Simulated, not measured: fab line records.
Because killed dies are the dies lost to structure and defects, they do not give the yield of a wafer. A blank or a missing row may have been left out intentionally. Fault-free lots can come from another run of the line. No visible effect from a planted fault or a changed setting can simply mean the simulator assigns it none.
What tool caused it? -- flow nand harc -- 11 lots with 33 wafers sampled at 5 steps, on a route of 1159 steps

## WHAT THE GAUGES READ, wafer by wafer
NHARC_P_BONDPAD_INSPECT_23. Usual: raw defect count reads 360 (standard deviation 140).
lot,measured,on,raw defect count,flag
L570,day 6 17:28,defect inspect-01,291 261 296,
L569,day 6 22:22,defect inspect-01,272 284 400,
L571,day 7 13:59,defect inspect-01,437 294 451,
L576,day 8 08:49,defect inspect-01,393 296 513,
L577,day 8 22:08,defect inspect-01,666 550 378,
L585,day 10 20:16,defect inspect-01,174 223 370,
L587,day 11 11:47,defect inspect-02,228 419 384,
L588,day 11 12:38,defect inspect-01,245 149 141,
L589,day 11 18:20,defect inspect-01,606 708 465,
L591,day 11 22:08,defect inspect-01,349 340 464,
L590,day 11 22:36,defect inspect-02,333 290 237,

NHARC_END_SORT_01. Usual: defect limited yield 95.5 %, standard deviation 1.3; killed at array 27, standard deviation 8.8; killed at other 0.4, standard deviation 0.82; killed at periphery 3.1, standard deviation 2.1; killed dies 31, standard deviation 8.8; killed open 3.3, standard deviation 2; killed short 2.0, standard deviation 1.4; sort_bin_2_pct 1.3 %, standard deviation 0.56; sort_bin_3_pct 0.25 %, standard deviation 0.21; sort_bin_4_pct 2.9 %, standard deviation 0.89; sort n pass 646, standard deviation 8.8; sort rim yield pct 95.8 %, standard deviation 2.7; sort yield pct 95.5 %, standard deviation 1.3.
lot,measured,on,defect limited yield (%),killed at array,killed at other,killed at periphery,killed dies,killed open,killed short,sort_bin_2_pct (%),sort_bin_3_pct (%),sort_bin_4_pct (%),sort n pass,sort rim yield pct (%),sort yield pct (%),flag
L570,day 19 22:36,prober-02,94.7 93.5 93.4,33 40 40,0 1 0,3 3 5,36 44 45,3 5 4,4 3 3,1.9 3.1 1.2,0.30 0.44 0.30,3.1 3.0 5.2,641 633 632,96.2 97.2 94.3,94.7 93.5 93.4,
L571,day 20 18:34,prober-01,94.4 94.2 95.7,37 37 29,0 1 0,1 1 0,38 39 29,3 3 0,1 1 0,1.2 1.8 0.9,0.15 0.30 0.15,4.3 3.7 3.2,639 638 648,95.3 93.4 95.3,94.4 94.2 95.7,
L585,day 23 18:00,prober-02,95.4 96.2 95.9,26 24 27,0 0 0,5 2 1,31 26 28,8 5 6,0 1 1,1.5 1.2 1.2,0.30 0.15 0.30,2.8 2.5 2.7,646 651 649,95.3 95.3 92.5,95.4 96.2 95.9,
L588,day 24 10:23,prober-02,95.6 95.3 95.1,27 26 28,0 1 1,3 5 4,30 32 33,2 5 3,0 2 1,1.3 1.2 0.9,0.15 0.15 0.44,3.0 3.4 3.5,647 645 644,99.1 97.2 98.1,95.6 95.3 95.1,

## EACH LOT AND THE TOOL THAT RAN IT (in order: tool; ch and the chambers of the sampled wafers; start)
lot,NHARC_P_M2_PVD_20,NHARC_P_BONDPAD_ETCH_12,NHARC_P_BONDPAD_ETCH_24
L570,"pvd sputter-01, day 6 15:23 or earlier","rie diel-10 ch 0,2,3, day 6 15:23 or earlier","rie diel-10 ch 0,1, day 6 15:23"
L569,"pvd sputter-03, day 6 20:10 or earlier","rie diel-10 ch 1,2, day 6 20:10 or earlier","rie diel-04 ch 2,3, day 6 20:10"
L571,"pvd sputter-02, day 7 11:58 or earlier","rie diel-10 ch 0,2, day 7 11:58 or earlier","rie diel-10 ch 2,3, day 7 11:58"
L576,"pvd sputter-01, day 8 06:43 or earlier","rie diel-10 ch 0,2,3, day 8 06:43 or earlier","rie diel-04 ch 0,1,3, day 8 06:43"
L577,"pvd sputter-02, day 8 20:08 or earlier","rie diel-10 ch 0,2,3, day 8 20:08 or earlier","rie diel-10 ch 0,2,3, day 8 20:08"
L585,"pvd sputter-03, day 10 18:14 or earlier","rie diel-10 ch 2,3, day 10 18:14 or earlier","rie diel-04 ch 0,1, day 10 18:14"
L587,"pvd sputter-03, day 11 09:40 or earlier","rie diel-10 ch 2,3, day 11 09:40 or earlier","rie diel-04 ch 0,1, day 11 09:40"
L588,"pvd sputter-02, day 11 10:28 or earlier","rie diel-10 ch 0,3, day 11 10:28 or earlier","rie diel-10 ch 0,3, day 11 10:28"
L589,"pvd sputter-03, day 11 16:14 or earlier","rie diel-10 ch 0,1, day 11 16:14 or earlier","rie diel-10 ch 1,3, day 11 16:14"
L591,"pvd sputter-01, day 11 20:04 or earlier","rie diel-10 ch 0,2,3, day 11 20:04 or earlier","rie diel-10 ch 0,2,3, day 11 20:04"
L590,"pvd sputter-03, day 11 20:33 or earlier","rie diel-04 ch 2,3, day 11 20:33 or earlier","rie diel-10 ch 0,3, day 11 20:33"
- NHARC_P_M2_PVD_20: deposits TaN, target thk 5 nm, time 8.06 s.
- NHARC_P_BONDPAD_ETCH_12: etches the open film in CHF3/O2, target depth 200 nm, time 100 s.
- NHARC_P_BONDPAD_ETCH_24: etches the open film in CF4/N2, target depth 30 nm, time 72.99 s.

## AS READ BY THE TOOLS THEMSELVES (means over the sampled wafers that have a number; for cases with no such wafer, the mark the record gives instead)
NHARC_P_M2_PVD_20. Usual: throttle valve pct reads 30.2 % (standard deviation 0.65).
lot,tool,throttle valve pct (%),flag
L570,pvd sputter-01,30.5,
L569,pvd sputter-03,30.2,
L571,pvd sputter-02,29.9,
L576,pvd sputter-01,30.3,
L577,pvd sputter-02,30.0,
L585,pvd sputter-03,29.9,
L587,pvd sputter-03,30.5,
L588,pvd sputter-02,30.2,
L589,pvd sputter-03,30.1,
L591,pvd sputter-01,30.4,
L590,pvd sputter-03,29.6,

NHARC_P_BONDPAD_ETCH_12. Usual: drypump motor current A 5.65 A, standard deviation 0.2; oes product au 0.942 a.u., standard deviation 0.022; rf vpp V 372.1 V, standard deviation 1.6; run length s 121.4 s, standard deviation 0.57; showerhead plenum p Torr 2.47 Torr, standard deviation 0.063; throttle valve pct 20.573 %, standard deviation 0.0094.
lot,tool,drypump motor current A (A),oes product au (a.u.),rf vpp V (V),run length s (s),showerhead plenum p Torr (Torr),throttle valve pct (%),flag
L570,rie diel-10,5.70,0.970,372.2,121.1,2.49,20.576,
L569,rie diel-10,5.54,0.930,371.4,121.2,2.44,20.564,
L571,rie diel-10,5.65,0.935,371.1,120.9,2.44,20.563,
L576,rie diel-10,5.71,0.981,372.2,121.1,2.49,20.572,
L577,rie diel-10,5.70,0.958,372.5,121.1,2.49,20.576,
L585,rie diel-10,5.76,0.974,372.7,121.3,2.53,20.579,
L587,rie diel-10,5.67,0.927,373.0,120.8,2.48,20.572,
L588,rie diel-10,5.79,0.926,373.6,121.6,2.53,20.577,
L589,rie diel-10,5.59,0.975,371.2,121.5,2.44,20.574,
L591,rie diel-10,5.69,0.922,372.8,121.0,2.48,20.574,
L590,rie diel-04,5.73,0.979,372.5,121.7,2.47,20.564,

NHARC_P_BONDPAD_ETCH_24. Usual: drypump motor current A 5.64 A, standard deviation 0.22; oes product au 1.002 a.u., standard deviation 0.011; rf vpp V 315.4 V, standard deviation 1.3; run length s 94.4 s, standard deviation 0.52; showerhead plenum p Torr 2.70 Torr, standard deviation 0.065; throttle valve pct 19.793 %, standard deviation 0.0087.
lot,tool,drypump motor current A (A),oes product au (a.u.),rf vpp V (V),run length s (s),showerhead plenum p Torr (Torr),throttle valve pct (%),flag
L570,rie diel-10,5.50,1.009,314.7,94.8,2.66,19.806,
L569,rie diel-04,5.91,1.011,314.2,94.6,2.67,19.803,
L571,rie diel-10,5.79,1.009,316.7,94.3,2.77,19.793,
L576,rie diel-04,5.67,1.000,314.7,94.3,2.71,19.790,
L577,rie diel-10,5.71,1.002,316.4,94.1,2.72,19.801,
L585,rie diel-04,5.55,0.998,315.6,82.9,2.73,19.785,OFF
L587,rie diel-04,5.39,1.004,316.4,88.6,2.74,19.787,OFF
L588,rie diel-10,5.75,0.991,316.3,94.4,2.71,19.794,
L589,rie diel-10,5.70,0.989,316.2,94.8,2.76,19.788,
L591,rie diel-10,5.71,1.005,315.5,94.2,2.71,19.799,
L590,rie diel-10,5.73,0.995,315.7,94.4,2.71,19.795,

## THE ANSWER, worked out from the rows above alone
Rule: a lot counts as off when the mean over its wafers that have a number is more than 3 standard deviations away from the usual mean. Also off: a lot with no number at a reading for which 4 or more lots have one. All remaining lots with rows at the step are treated as sound. Order of review: gauges by route order, followed by the tools' own readings, for which a lot's mean as printed above is used. The first step at which some lot is off is used, and at that step the reading that is off furthest; a lot without a number counts as furthest.
Off: L585, L587, at NHARC_P_BONDPAD_ETCH_24 (run length s).
A tool fits if, at that step or a process step before it, it ran every lot that is off, and no sound lot after the first of them. NHARC_P_M2_PVD_20 gives no start for some lots, so the hours and the order of its lots are those of NHARC_P_BONDPAD_ETCH_24. NHARC_P_BONDPAD_ETCH_12 gives no start for some lots, so the hours and the order of its lots are those of NHARC_P_BONDPAD_ETCH_24. One fits: NHARC_P_BONDPAD_ETCH_24 on rie diel-04. A fault onset in the window from L576 (day 8 06:43, its last sound lot) to L585 (day 10 18:14, its first lot off) fits.
On the lots that are off, the tool's own readings at NHARC_P_BONDPAD_ETCH_24 differ by more than 5 times the standard deviation of the sound lots' means, which bears it out; run length s reads 85.8 s there versus 94.4 s on the sound lots.

## WHAT THE SIMULATOR HAD INSERTED
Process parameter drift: rie diel-04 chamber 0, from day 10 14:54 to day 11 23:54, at NHARC_P_BONDPAD_ETCH_24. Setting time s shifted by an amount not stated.
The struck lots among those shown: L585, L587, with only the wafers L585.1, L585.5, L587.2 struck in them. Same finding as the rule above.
